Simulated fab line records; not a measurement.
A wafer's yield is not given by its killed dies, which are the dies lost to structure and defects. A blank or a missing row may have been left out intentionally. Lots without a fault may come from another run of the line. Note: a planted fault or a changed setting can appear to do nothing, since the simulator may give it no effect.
A single fault, viewed from 2 desks | flow n5_finfet | numbers are kept per desk, each desk with only its own; the story behind them comes last

## AT THE TOOL OWNER'S DESK: pecvd-04
The tool's own readings at N5_BEOL_M9_PECVD_70 (deposits SiO2 from TEOS/O2, target thk 20 nm, time 22.7 s): means of the sampled wafers that have a number, for each lot that ran on this tool. Any lot whose mean is over 4 standard deviations away from the usual mean is out of limits and marked OUT; that distance is given in the brackets.
Columns: A = heater_power_w at N5_BEOL_M9_PECVD_70, usual 728 W; B = showerhead_plenum_p_Torr at N5_BEOL_M9_PECVD_70, usual 8.78 Torr; C = susceptor_temp_C at N5_BEOL_M9_PECVD_70, usual 400.02 C; D = throttle_valve_pct at N5_BEOL_M9_PECVD_70, usual 22.5 %
lot  | first seen here | A   | B    | C                | D
L889 | day 9 14:55     | 719 | 8.76 | 399.91           | 23.3
L895 | day 11 06:29    | 571 | 8.78 | 400.09           | 21.0
L899 | day 12 02:17    | 632 | 8.82 | 400.25           | 21.5
L905 | day 14 06:39    | 636 | 8.81 | 396.01 (-19) OUT | 21.7
This desk finds L905 out of limits, L905 being first, at day 14 06:39 (susceptor_temp_C at N5_BEOL_M9_PECVD_70). Within limits: L889, L895, L899.

## AT THE METROLOGY DESK
What the gauges read for every lot (on any tool): the sampled wafers with a number, averaged. Any lot whose mean is over 4 standard deviations away from the usual mean is out of limits and marked OUT; that distance is given in the brackets.
Columns: A = cd_nm at N5_BEOL_M8_CD_MEAS_35, usual 39.9 nm
lot  | first seen here | A
L889 | day 9 12:01     | 39.5
L891 | day 9 19:31     | 39.6
L892 | day 10 03:13    | 39.6
L893 | day 10 06:48    | 40.4
L894 | day 10 17:28    | 40.1
L895 | day 11 03:28    | 40.4
L899 | day 11 21:00    | 39.3
L898 | day 11 21:31    | 39.4
L902 | day 12 17:49    | 39.5
L901 | day 13 09:00    | 40.0
L905 | day 14 02:16    | 39.2
Finding of this desk: none of the 11 lots has anything out of limits.

## TAKEN TOGETHER
An alarm could have come from the tool owner's desk at day 14 06:39, on L905.
Nothing out of limits was seen by the metrology desk.
The metrology desk has L905 on record, within its limits.
All the named lots went through N5_BEOL_M9_PECVD_70 on pecvd-04.

## WHAT HAD BEEN PUT IN BY THE SIMULATOR
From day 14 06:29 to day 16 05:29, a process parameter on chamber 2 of pecvd-04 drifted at N5_BEOL_M9_PECVD_70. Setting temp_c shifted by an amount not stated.
Shown lots that were struck: L905.
Time in hours from fault onset to the first out-of-limits reading at each desk: the tool owner's desk, 0.
